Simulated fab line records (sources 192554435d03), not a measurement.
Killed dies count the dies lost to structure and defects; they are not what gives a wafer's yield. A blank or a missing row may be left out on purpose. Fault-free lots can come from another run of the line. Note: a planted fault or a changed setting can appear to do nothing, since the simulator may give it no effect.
Which tool was responsible? | flow n5-finfet | 13 lots with 33 wafers sampled at 6 steps, on a route of 1938 steps

WHAT THE GAUGES SHOWED, per wafer
N5_BEOL_M4_RC_MEAS_101. Usual: DIBL_N 36.9 mV/V, standard deviation 2.1; DIBL_P 37.1 mV/V, standard deviation 2.5; IOFF_N 0.17 nA/um, standard deviation 0.039; IOFF_P 0.23 nA/um, standard deviation 0.043; ION_N 673 uA/um, standard deviation 15; ION_P 462 uA/um, standard deviation 9.1; REXT_N 75.2 ohm.um, standard deviation 1.6; REXT_P 100.8 ohm.um, standard deviation 2.7; SS_N 71.8 mV/dec, standard deviation 0.69; SS_P 73.6 mV/dec, standard deviation 0.74; VT_N 250 mV, standard deviation 3.6; VT_P -249.7 mV, standard deviation 2.9.
lot  | measured     | on        | DIBL_N (mV/V)  | DIBL_P (mV/V)  | IOFF_N (nA/um) | IOFF_P (nA/um) | ION_N (uA/um) | ION_P (uA/um) | REXT_N (ohm.um) | REXT_P (ohm.um)   | SS_N (mV/dec)  | SS_P (mV/dec)  | VT_N (mV)   | VT_P (mV)            | flag
L141 | day 8 17:35  | prober-01 | 37.9 39.5 37.5 | 37.0 40.3 36.5 | 0.18 0.22 0.16 | 0.19 0.23 0.17 | 674 687 664   | 447 456 444   | 74.1 74.4 73.8  | 103.2 105.3 103.6 | 71.8 71.9 72.2 | 73.2 74.3 73.8 | 248 247 253 | -249.9 -250.1 -252.8 |
L142 | day 8 09:50  | prober-02 | 35.1 36.0 34.3 | 37.0 36.9 35.4 | 0.16 0.15 0.14 | 0.24 0.23 0.20 | 691 666 674   | 474 459 464   | 72.6 73.5 73.5  | 98.7 100.2 103.6  | 71.2 71.7 71.2 | 74.0 73.6 73.3 | 251 253 249 | -247.6 -248.0 -248.0 |
L143 | day 8 13:13  | prober-02 | 40.9 39.4      | 43.9 41.2      | 0.29 0.23      | 0.35 0.29      | 703 682       | 476 461       | 74.7 73.9       | 98.6 99.4         | 72.5 72.1      | 75.0 74.2      | 241 245     | -245.6 -245.4        |
L146 | day 9 03:45  | prober-01 | 38.2 40.7      | 38.3 40.6      | 0.17 0.23      | 0.27 0.31      | 664 681       | 468 468       | 74.2 73.8       | 96.5 97.7         | 71.4 72.2      | 73.9 74.6      | 247 247     | -245.9 -244.4        |
L147 | day 9 06:20  | prober-01 | 35.2 38.6 39.4 | 34.9 38.4 39.8 | 0.13 0.20 0.21 | 0.19 0.26 0.27 | 657 673 680   | 453 462 467   | 78.2 76.4 77.2  | 100.4 99.1 98.8   | 71.6 71.9 71.9 | 72.6 73.9 73.5 | 254 250 245 | -252.9 -246.8 -245.6 |
L148 | day 9 13:22  | prober-02 | 36.1 36.6 36.8 | 34.1 36.1 36.1 | 0.13 0.14 0.15 | 0.19 0.22 0.23 | 668 676 654   | 461 470 456   | 76.4 76.0 77.5  | 98.1 97.4 98.3    | 70.6 71.1 71.0 | 72.6 72.7 73.3 | 256 251 252 | -251.9 -249.4 -248.9 |
L149 | day 10 02:35 | prober-02 | 34.7 37.2      | 36.2 38.4      | 0.14 0.19      | 0.21 0.25      | 661 668       | 459 466       | 77.0 77.1       | 107.7 107.4       | 71.6 72.7      | 73.8 74.6      | 252 249     | -247.3 -244.8        |
L151 | day 10 14:08 | prober-02 | 35.7 33.3 36.0 | 36.2 32.3 36.7 | 0.15 0.12 0.16 | 0.23 0.17 0.24 | 671 657 659   | 473 459 458   | 76.3 76.6 75.6  | 95.7 96.6 96.7    | 71.8 70.3 71.3 | 74.2 73.5 74.0 | 254 255 250 | -250.8 -253.7 -248.8 |
L153 | day 11 02:46 | prober-02 | 37.6 35.9      | 40.2 36.7      | 0.22 0.16      | 0.29 0.21      | 682 663       | 468 455       | 75.2 73.9       | 103.7 104.7       | 72.4 72.2      | 73.5 73.3      | 249 254     | -247.1 -252.4        |
L154 | day 11 10:51 | prober-01 | 36.4 37.2      | 37.1 37.6      | 0.15 0.15      | 0.22 0.23      | 675 675       | 465 472       | 76.5 75.8       | 99.7 97.1         | 72.1 71.5      | 73.7 73.6      | 253 254     | -253.2 -250.4        |
L155 | day 11 17:58 | prober-01 | 38.0 36.4 38.3 | 37.7 35.8 39.0 | 0.16 0.13 0.18 | 0.23 0.19 0.26 | 663 664 683   | 456 461 469   | 76.3 76.1 75.9  | 103.7 104.3 103.1 | 71.7 70.7 71.3 | 73.1 73.1 74.0 | 253 257 250 | -248.8 -252.7 -245.5 |
L156 | day 11 19:59 | prober-02 | 39.5 37.3      | 38.7 38.4      | 0.20 0.16      | 0.21 0.21      | 673 678       | 460 463       | 73.8 76.1       | 100.7 101.6       | 72.6 71.5      | 74.1 73.8      | 250 250     | -253.2 -253.3        |
L158 | day 12 03:23 | prober-01 | 35.4 35.9 40.5 | 36.4 36.4 42.4 | 0.16 0.16 0.25 | 0.18 0.21 0.31 | 661 673 701   | 454 457 476   | 81.7 75.8 75.1  | 112.0 105.1 104.6 | 71.2 71.3 72.7 | 72.9 73.0 74.5 | 250 250 246 | -252.1 -250.8 -247.9 |

WHICH TOOL RAN EACH LOT (tool, then ch and the chambers of the sampled wafers, then the start)
lot  | N5_SPACER0_ALD_07                | N5_SDB_ETCH_18                    | N5_SDB_STRIP_22                     | N5_DUMMY_REMOVAL_HM_STRIP_01      | N5_HKMG_FIN_ALD_75
L141 | ald-sin-03 ch 0,1,3, day 3 02:59 | rie-diel-05 ch 0,1,3, day 3 21:44 | plasma-asher-02 ch 0,1, day 3 21:58 | rie-diel-01 ch 0,1, day 4 01:55   | ald-hk-03 ch 0,2,3, day 4 03:01
L142 | ald-sin-04 ch 1,2,3, day 3 06:41 | rie-diel-05 ch 0,3, day 4 00:08   | plasma-asher-01 ch 0,1, day 4 00:24 | rie-diel-01 ch 0,1, day 4 04:15   | ald-hk-01 ch 0,1, day 4 05:32
L143 | ald-sin-04 ch 1,2, day 3 11:47   | rie-diel-06 ch 2,3, day 4 04:58   | plasma-asher-01 ch 0,1, day 4 05:14 | rie-diel-01 ch 2,3, day 4 08:47   | ald-hk-02 ch 2,3, day 4 10:08
L146 | ald-sin-01 ch 2,3, day 4 06:39   | rie-diel-03 ch 2,3, day 5 00:07   | plasma-asher-02 ch 0,1, day 5 00:22 | rie-diel-04 ch 0,3, day 5 04:39   | ald-hk-03 ch 1,3, day 5 05:48
L147 | ald-sin-01 ch 2,3, day 4 10:40   | rie-diel-03 ch 2,3, day 5 05:44   | plasma-asher-02 ch 0,1, day 5 06:13 | rie-diel-04 ch 0,2, day 5 11:10   | ald-hk-01 ch 1,2,3, day 5 12:24
L148 | ald-sin-04 ch 0,1, day 4 16:29   | rie-diel-03 ch 1,2, day 5 11:50   | plasma-asher-02 ch 0,1, day 5 12:09 | rie-diel-04 ch 0,2,3, day 5 17:05 | ald-hk-02 ch 0,1,3, day 5 18:19
L149 | ald-sin-04 ch 1,2, day 5 05:02   | rie-diel-03 ch 1,3, day 5 23:49   | plasma-asher-01 ch 1, day 6 00:03   | rie-diel-02 ch 0,3, day 6 04:20   | ald-hk-03 ch 2,3, day 6 05:26
L151 | ald-sin-04 ch 1,2,3, day 5 17:07 | rie-diel-06 ch 0,1,2, day 6 11:08 | plasma-asher-01 ch 0,1, day 6 11:22 | rie-diel-04 ch 1,2,3, day 6 15:02 | ald-hk-01 ch 0,1,2, day 6 16:20
L153 | ald-sin-01 ch 3, day 6 08:48     | rie-diel-06 ch 2, day 7 02:26     | plasma-asher-01 ch 0, day 7 02:43   | rie-diel-02 ch 3, day 7 06:16     | ald-hk-03 ch 2,3, day 7 07:19
L154 | ald-sin-04 ch 1,3, day 6 12:55   | rie-diel-06 ch 2,3, day 7 06:23   | plasma-asher-02 ch 1, day 7 06:37   | rie-diel-02 ch 0,1, day 7 10:33   | ald-hk-02 ch 0, day 7 11:35
L155 | ald-sin-03 ch 0,1,3, day 6 16:04 | rie-diel-05 ch 0,1,3, day 7 10:02 | plasma-asher-02 ch 0,1, day 7 10:19 | rie-diel-02 ch 0,2,3, day 7 13:52 | ald-hk-01 ch 2,3, day 7 14:56
L156 | ald-sin-04 ch 2, day 6 20:39     | rie-diel-05 ch 0,3, day 7 13:50   | plasma-asher-02 ch 0,1, day 7 14:05 | rie-diel-04 ch 0,1, day 7 17:42   | ald-hk-01 ch 0,3, day 7 18:44
L158 | ald-sin-04 ch 1,2,3, day 7 07:11 | rie-diel-03 ch 1,2, day 8 01:08   | plasma-asher-01 ch 0,1, day 8 01:29 | rie-diel-01 ch 0,1,2, day 8 05:34 | ald-hk-03 ch 1,2, day 8 06:47
- N5_SPACER0_ALD_07: deposits SiNx, target thk 2 nm.
- N5_SDB_ETCH_18: etches SOC in N2/H2, target depth 100 nm, overetch 20 nm, time 150 s.
- N5_SDB_STRIP_22: strips in N2/H2.
- N5_DUMMY_REMOVAL_HM_STRIP_01: strips SiNx in CH3F/O2, stops on poly-Si, target depth 4 nm, time 6.8 s.
- N5_HKMG_FIN_ALD_75: deposits Al2O3, target thk 1 nm, co reactant pulse time 1 s.

AS READ BY THE TOOLS THEMSELVES (means over the sampled wafers that have a number; for cases with no such wafer, the mark the record gives instead)
N5_SPACER0_ALD_07. Usual: heater-power-outer-w 521 W, standard deviation 68; heater-power-w 848 W, standard deviation 110.
lot  | tool       | heater-power-outer-w (W) | heater-power-w (W) | flag
L141 | ald-sin-03 | 535                      | 830                |
L142 | ald-sin-04 | 523                      | 844                |
L143 | ald-sin-04 | 544                      | 876                |
L146 | ald-sin-01 | 570                      | 957                |
L147 | ald-sin-01 | 541                      | 945                |
L148 | ald-sin-04 | 474                      | 764                |
L149 | ald-sin-04 | 538                      | 881                |
L151 | ald-sin-04 | 520                      | 845                |
L153 | ald-sin-01 | 480                      | 828                |
L154 | ald-sin-04 | 501                      | 792                |
L155 | ald-sin-03 | 533                      | 849                |
L156 | ald-sin-04 | 594                      | 986                |
L158 | ald-sin-04 | 524                      | 846                |

N5_SDB_ETCH_18. Usual: chamber-pressure-mTorr 30.001 mTorr, standard deviation 0.03; drypump-motor-current-A 5.5 A, standard deviation 0.45; oes-product-au 0.72 a.u., standard deviation 0.099; rf-vpp-V 524.1 V, standard deviation 1.8; showerhead-plenum-p-Torr 2.55 Torr, standard deviation 0.074; throttle-valve-pct 17.90 %, standard deviation 0.24.
lot  | tool        | chamber-pressure-mTorr (mTorr) | drypump-motor-current-A (A) | oes-product-au (a.u.) | rf-vpp-V (V) | showerhead-plenum-p-Torr (Torr) | throttle-valve-pct (%) | flag
L141 | rie-diel-05 | 30.000                         | 5.7                         | 0.71                  | 524.2        | 2.54                            | 17.88                  |
L142 | rie-diel-05 | 30.023                         | 6.0                         | 0.73                  | 523.1        | 2.53                            | 17.92                  |
L143 | rie-diel-06 | 29.986                         | 4.8                         | 0.64                  | 524.6        | 2.57                            | 17.98                  |
L146 | rie-diel-03 | 29.957                         | 5.7                         | 0.77                  | 525.7        | 2.64                            | 18.05                  |
L147 | rie-diel-03 | 30.002                         | 5.7                         | 0.81                  | 525.3        | 2.64                            | 17.99                  |
L148 | rie-diel-03 | 29.992                         | 5.9                         | 0.70                  | 523.2        | 2.53                            | 18.03                  |
L149 | rie-diel-03 | 30.016                         | 5.7                         | 0.62                  | 524.5        | 2.57                            | 18.21                  |
L151 | rie-diel-06 | 29.979                         | 5.3                         | 0.69                  | 523.0        | 2.53                            | 17.87                  |
L153 | rie-diel-06 | 29.962                         | 4.7                         | 0.60                  | 522.2        | 2.49                            | 18.05                  |
L154 | rie-diel-06 | 29.967                         | 4.8                         | 0.62                  | 525.5        | 2.56                            | 18.02                  |
L155 | rie-diel-05 | 29.993                         | 5.7                         | 0.74                  | 523.9        | 2.53                            | 17.80                  |
L156 | rie-diel-05 | 29.999                         | 6.0                         | 0.72                  | 522.3        | 2.50                            | 17.88                  |
L158 | rie-diel-03 | 29.979                         | 5.9                         | 0.82                  | 522.6        | 2.52                            | 17.72                  |

N5_SDB_STRIP_22. Usual: drypump-motor-current-A 5.4 A, standard deviation 0.44; heater-power-w 338 W, standard deviation 21; oes-product-au 0.715 a.u., standard deviation 0.0044; strip-time-to-endpoint-s 96.2 s, standard deviation 0.48.
lot  | tool            | drypump-motor-current-A (A) | heater-power-w (W) | oes-product-au (a.u.) | strip-time-to-endpoint-s (s) | flag
L141 | plasma-asher-02 | 5.3                         | 333                | 0.712                 | 96.1                         |
L142 | plasma-asher-01 | 5.8                         | 345                | 0.716                 | 96.5                         |
L143 | plasma-asher-01 | 5.8                         | 339                | 0.714                 | 96.2                         |
L146 | plasma-asher-02 | 5.2                         | 336                | 0.714                 | 96.4                         |
L147 | plasma-asher-02 | 5.3                         | 345                | 0.713                 | 96.3                         |
L148 | plasma-asher-02 | 5.0                         | 335                | 0.713                 | 96.7                         |
L149 | plasma-asher-01 | 5.7                         | 369                | 0.717                 | 96.3                         |
L151 | plasma-asher-01 | 5.8                         | 346                | 0.713                 | 96.7                         |
L153 | plasma-asher-01 | 6.1                         | 306                | 0.709                 | 96.2                         |
L154 | plasma-asher-02 | 5.5                         | 346                | 0.718                 | 96.3                         |
L155 | plasma-asher-02 | 5.1                         | 331                | 0.715                 | 96.4                         |
L156 | plasma-asher-02 | 5.2                         | 342                | 0.716                 | 96.1                         |
L158 | plasma-asher-01 | 5.8                         | 348                | 0.716                 | 95.3                         |

N5_DUMMY_REMOVAL_HM_STRIP_01. Usual: chamber-pressure-mTorr 29.997 mTorr, standard deviation 0.026; drypump-motor-current-A 5.9 A, standard deviation 0.58; oes-product-au 0.65 a.u., standard deviation 0.062; rf-vpp-V 127.4 V, standard deviation 1; showerhead-plenum-p-Torr 1.99 Torr, standard deviation 0.068; throttle-valve-pct 16.21 %, standard deviation 0.24.
lot  | tool        | chamber-pressure-mTorr (mTorr) | drypump-motor-current-A (A) | oes-product-au (a.u.) | rf-vpp-V (V) | showerhead-plenum-p-Torr (Torr) | throttle-valve-pct (%) | flag
L141 | rie-diel-01 | 30.001                         | 6.0                         | 0.77                  | 127.2        | 2.02                            | 16.20                  |
L142 | rie-diel-01 | 30.009                         | 5.9                         | 0.77                  | 127.8        | 2.02                            | 16.21                  |
L143 | rie-diel-01 | 30.020                         | 6.5                         | 0.64                  | 126.2        | 1.96                            | 15.92                  |
L146 | rie-diel-04 | 29.974                         | 6.4                         | 0.64                  | 127.8        | 2.00                            | 16.19                  |
L147 | rie-diel-04 | 30.003                         | 6.0                         | 0.61                  | 128.3        | 2.02                            | 16.29                  |
L148 | rie-diel-04 | 29.978                         | 6.2                         | 0.63                  | 127.4        | 1.97                            | 16.17                  |
L149 | rie-diel-02 | 29.974                         | 5.8                         | 0.58                  | 128.2        | 2.02                            | 16.63                  |
L151 | rie-diel-04 | 29.990                         | 5.8                         | 0.67                  | 128.0        | 1.96                            | 16.12                  |
L153 | rie-diel-02 | 30.004                         | 6.0                         | 0.58                  | 127.4        | 1.99                            | 16.64                  |
L154 | rie-diel-02 | 29.978                         | 5.4                         | 0.59                  | 127.3        | 2.02                            | 16.45                  |
L155 | rie-diel-02 | 29.979                         | 5.9                         | 0.63                  | 128.2        | 2.06                            | 16.45                  |
L156 | rie-diel-04 | 29.971                         | 5.5                         | 0.67                  | 127.8        | 2.06                            | 16.33                  |
L158 | rie-diel-01 | 30.006                         | 6.1                         | 0.73                  | 126.8        | 1.97                            | 16.08                  |

N5_HKMG_FIN_ALD_75. Usual: heater-power-outer-w 79 W, standard deviation 11; heater-power-w 147 W, standard deviation 14; precursor-pulse-height-rel 0.998, standard deviation 0.021.
lot  | tool      | heater-power-outer-w (W) | heater-power-w (W) | precursor-pulse-height-rel | flag
L141 | ald-hk-03 | 79                       | 146                | 0.994                      |
L142 | ald-hk-01 | 72                       | 141                | 0.994                      |
L143 | ald-hk-02 | 70                       | 134                | 1.018                      |
L146 | ald-hk-03 | 83                       | 152                | 0.992                      |
L147 | ald-hk-01 | 81                       | 153                | 0.991                      |
L148 | ald-hk-02 | 80                       | 150                | 0.997                      |
L149 | ald-hk-03 | 84                       | 146                | 1.015                      |
L151 | ald-hk-01 | 76                       | 143                | 0.972                      |
L153 | ald-hk-03 | 80                       | 149                | 1.018                      |
L154 | ald-hk-02 | 74                       | 140                | 1.019                      |
L155 | ald-hk-01 | 87                       | 163                | 0.999                      |
L156 | ald-hk-01 | 80                       | 152                | 0.980                      |
L158 | ald-hk-03 | 72                       | 137                | 0.985                      |

THE ANSWER, worked out from the rows above alone
Rule: take the mean of a lot's wafers that have a number; if it is more than 3 standard deviations from the usual mean, the lot is off. A lot without any number at a reading at which 4 lots or more have one is off too. Where the step has rows for the other lots, those lots are counted as sound. After the gauges, taken in route order, come the tools' own readings; for these a lot's mean is taken, as printed above. At the first step where some lot is off, the reading lying furthest off is the one used; lots without a number count as furthest.
None of the lots is off at any reading shown; this tells nothing.

WHAT HAD BEEN PUT IN BY THE SIMULATOR
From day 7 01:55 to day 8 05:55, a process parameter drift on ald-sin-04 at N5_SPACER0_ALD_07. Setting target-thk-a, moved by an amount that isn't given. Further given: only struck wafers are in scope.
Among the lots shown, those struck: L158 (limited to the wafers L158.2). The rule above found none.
